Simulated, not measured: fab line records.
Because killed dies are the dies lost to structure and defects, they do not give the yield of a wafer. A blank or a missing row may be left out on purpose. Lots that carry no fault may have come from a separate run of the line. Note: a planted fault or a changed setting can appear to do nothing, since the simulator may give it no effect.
What tool caused it? ; flow n5Finfet ; Sampling: 10 lots, 30 wafers, 3 of 1938 route steps

## WHAT THE GAUGES READ, wafer by wafer
N5_BEOL_M13_CD_MEAS_28: target cd 209.5 nm.
lot;measured;on;cdNm (nm)
L601;day 11 23:39;cdSem-03;208.3 208.2 210.1
L603;day 12 16:37;cdSem-03;208.4 208.7 209.1
L604;day 12 16:51;cdSem-01;208.1 209.8 210.3
L605;day 12 17:14;cdSem-02;208.9 206.3 207.3
L608;day 13 00:08;cdSem-02;209.1 208.9 208.4
L609;day 13 08:52;cdSem-01;207.7 207.5 207.5
L615;day 15 10:30;cdSem-03;221.4 222.4 222.0
L616;day 15 13:19;cdSem-03;218.1 219.3 216.9
L620;day 16 08:30;cdSem-01;209.1 209.2 210.3
L624;day 17 13:12;cdSem-03;209.8 209.7 210.0

## EACH LOT AND THE TOOL THAT RAN IT (in order: tool; ch and the chambers of the sampled wafers; start)
lot;N5_BEOL_M13_ILD_DEP_00;N5_BEOL_M13_EXPOSE_25
L601;pecvd-01 ch 0,1, day 11 21:45;krfScanner-01 ch 0, day 11 23:29
L603;pecvd-01 ch 0,1,2, day 12 14:58;krfScanner-02 ch 0, day 12 16:26
L604;pecvd-01 ch 0,2, day 12 15:14;krfScanner-01 ch 0, day 12 16:41
L605;pecvd-04 ch 1,2, day 12 15:43;krfScanner-02 ch 0, day 12 17:04
L608;pecvd-01 ch 1,2, day 12 22:22;krfScanner-02 ch 0, day 12 23:58
L609;pecvd-04 ch 0,1,2, day 13 07:18;krfScanner-01 ch 0, day 13 08:41
L615;pecvd-01 ch 1,2, day 15 09:04;krfScanner-02 ch 0, day 15 10:19
L616;pecvd-02 ch 0,1,2, day 15 11:55;krfScanner-02 ch 0, day 15 13:08
L620;pecvd-02 ch 0,1, day 16 06:52;krfScanner-01 ch 0, day 16 08:20
L624;pecvd-01 ch 0,1,2, day 17 11:35;krfScanner-01 ch 0, day 17 13:02
- N5_BEOL_M13_ILD_DEP_00: deposits SiOC from DEMS/O2, target thk 837.92 nm, time 166.4 s.
- N5_BEOL_M13_EXPOSE_25: exposes mask M13, target cd 210 nm.

## THE ANSWER, worked out from the rows above alone
Rule: what is usual is taken from the lots themselves. Put in order of their means at a reading, lots are off if they are a third of the lots or fewer, leave a main group of 4 or more, and stand apart from it by a gap of 3 or more times the standard deviation of the main group's means; of several such gaps the widest counts. The tables above print the reading to a certain number of digits; a main group whose means all agree to those digits is not used. Also off: a lot with no number at a reading for which 4 or more lots have one. Any other lot the step has rows for is counted as sound.
Off: L615, L616 (N5_BEOL_M13_CD_MEAS_28, cdNm). Mean 208.8 nm and standard deviation 0.8 in the main group.
If a tool, at a process step before that reading, ran all the lots that are off and no sound lot after the first of them, it fits. Those tools and the gauges at N5_BEOL_M13_CD_MEAS_28 are tried in the same way. One candidate fits, namely krfScanner-02 at N5_BEOL_M13_EXPOSE_25. A fault onset in the window from L608 (day 12 23:58, its last sound lot) to L615 (day 15 10:19, its first lot off) fits.

## WHAT THE SIMULATOR PUT IN
Process parameter drift: krfScanner-02, from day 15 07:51 on, at N5_BEOL_M13_EXPOSE_25. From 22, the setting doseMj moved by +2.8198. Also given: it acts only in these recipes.
Shown lots that were struck: L615, L616. The rule given above showed the same thing.
